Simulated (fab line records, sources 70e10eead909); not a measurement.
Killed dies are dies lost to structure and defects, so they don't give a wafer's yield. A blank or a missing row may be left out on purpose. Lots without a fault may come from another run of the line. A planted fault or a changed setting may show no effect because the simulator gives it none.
A struck lot beside a sound one | flow nand_harc | 14 steps out of a route of 1159
Sound: wafers L849.2, L849.3, L849.5. Struck: wafers L857.4, L857.6. (L857.1 of the same lot was not struck and is left out.) The cause comes at the end.
At each step with rows: each side's tool, then ch and its chambers, then its first start. Under that, the readings that differ: sound wafers | struck wafers | difference of the means | sigmas: that difference in standard deviations of wafers without a fault.
alike: readings whose means differ by less than 2 such deviations, and words and numbers that are the same on both sides. not compared: withheld readings, readings that some wafer has no value for, bounds like >300 that may hide the same value, and numbers for which the record gives no deviation and whose values overlap.
The two part at a step that has a row with sigmas, a row that says differs or no value, or rows on one side only. Numbers that don't overlap but have no deviation are shown without sigmas and don't part them. A reading that every wafer of one side lacks parts them only if that side has two wafers or more.

first, 1 step without rows for these wafers: NHARC_A_STAIRCASE_DESCUM_219 (chemistry O2, time 3 s).
NHARC_A_STAIRCASE_TRIM_220: chemistry O2, time 211.2 s.
  sound on rie_diel-03 ch 1,2,3, day 12 02:01; struck on rie_diel-02 ch 2, day 14 01:06
  alike: drypump_motor_current_A, oes_product_au, rf_vpp_V, showerhead_plenum_p_Torr, throttle_valve_pct
  not compared: rf_hours_counter_h
NHARC_A_STAIRCASE_ETCH_221: etches the open film in C4F8/O2, target depth 100 nm, time 40.5 s.
  sound on rie_diel-03 ch 1,2,3; struck on rie_diel-02 ch 0,2
  alike: oes_product_au, rf_vpp_V
  not compared: rf_hours_counter_h
then, 4 steps without rows for these wafers: NHARC_A_STAIRCASE_TRIM_222 (chemistry O2, time 211.2 s); NHARC_A_STAIRCASE_ETCH_223 (etches the open film in C4F8/O2, target depth 100 nm, time 40.5 s); NHARC_A_STAIRCASE_TRIM_224 (chemistry O2, time 211.2 s); NHARC_A_STAIRCASE_ETCH_225 (etches the open film in C4F8/O2, target depth 100 nm, time 40.5 s).
NHARC_A_STAIRCASE_TRIM_226: chemistry O2, time 211.2 s.
  sound on rie_diel-03 ch 0,1,2; struck on rie_diel-02 ch 1,2
  reading                         | sound          | struck    | difference | sigmas
  showerhead_plenum_p_Torr (Torr) | 3.51 3.64 3.60 | 3.41 3.30 | -0.23      | -2
  alike: drypump_motor_current_A, oes_product_au, rf_vpp_V, throttle_valve_pct
  not compared: rf_hours_counter_h
then, 1 step without rows for these wafers: NHARC_A_STAIRCASE_ETCH_227 (etches the open film in C4F8/O2, target depth 100 nm, time 40.5 s).
NHARC_A_STAIRCASE_TRIM_229: chemistry O2, time 211.2 s.
  sound on rie_diel-03 ch 0,1,2, day 12 03:13; struck on rie_diel-03 ch 0,3, day 14 02:16
  alike: drypump_motor_current_A, oes_product_au, rf_vpp_V, showerhead_plenum_p_Torr, throttle_valve_pct
  not compared: rf_hours_counter_h
then, 1 step without rows for these wafers: NHARC_A_STAIRCASE_ETCH_230 (etches the open film in C4F8/O2, target depth 100 nm, time 40.5 s).
NHARC_A_STAIRCASE_TRIM_231: chemistry O2, time 211.2 s.
  sound on rie_diel-03 ch 0,1,3, day 12 03:30; struck on rie_diel-03 ch 0,1, day 14 02:33
  reading               | sound             | struck      | difference | sigmas
  oes_product_au (a.u.) | 1.005 0.995 1.014 | 1.195 1.215 | +0.200     | +15
  alike: drypump_motor_current_A, rf_vpp_V, showerhead_plenum_p_Torr, throttle_valve_pct
  not compared: rf_hours_counter_h
NHARC_A_STAIRCASE_ETCH_232: etches the open film in C4F8/O2, target depth 100 nm, time 40.5 s.
  sound on rie_diel-03 ch 0,2; struck on rie_diel-03 ch 0,2
  alike: oes_product_au, rf_vpp_V
  not compared: rf_hours_counter_h
-- the record jumps here: 8 days lie between the struck wafers' starts before and after (it left off in module A_STAIRCASE and takes up again in module END, whose first step shown is number 1159 of the route) --
NHARC_END_SORT_01:
  the record has rows for the struck wafers here (prober-02 ch 0, day 22 05:14) and none for the sound ones

WHERE THEY PART
First at NHARC_A_STAIRCASE_TRIM_226; last, within this record, at NHARC_END_SORT_01.

WHY: what the simulator had put in
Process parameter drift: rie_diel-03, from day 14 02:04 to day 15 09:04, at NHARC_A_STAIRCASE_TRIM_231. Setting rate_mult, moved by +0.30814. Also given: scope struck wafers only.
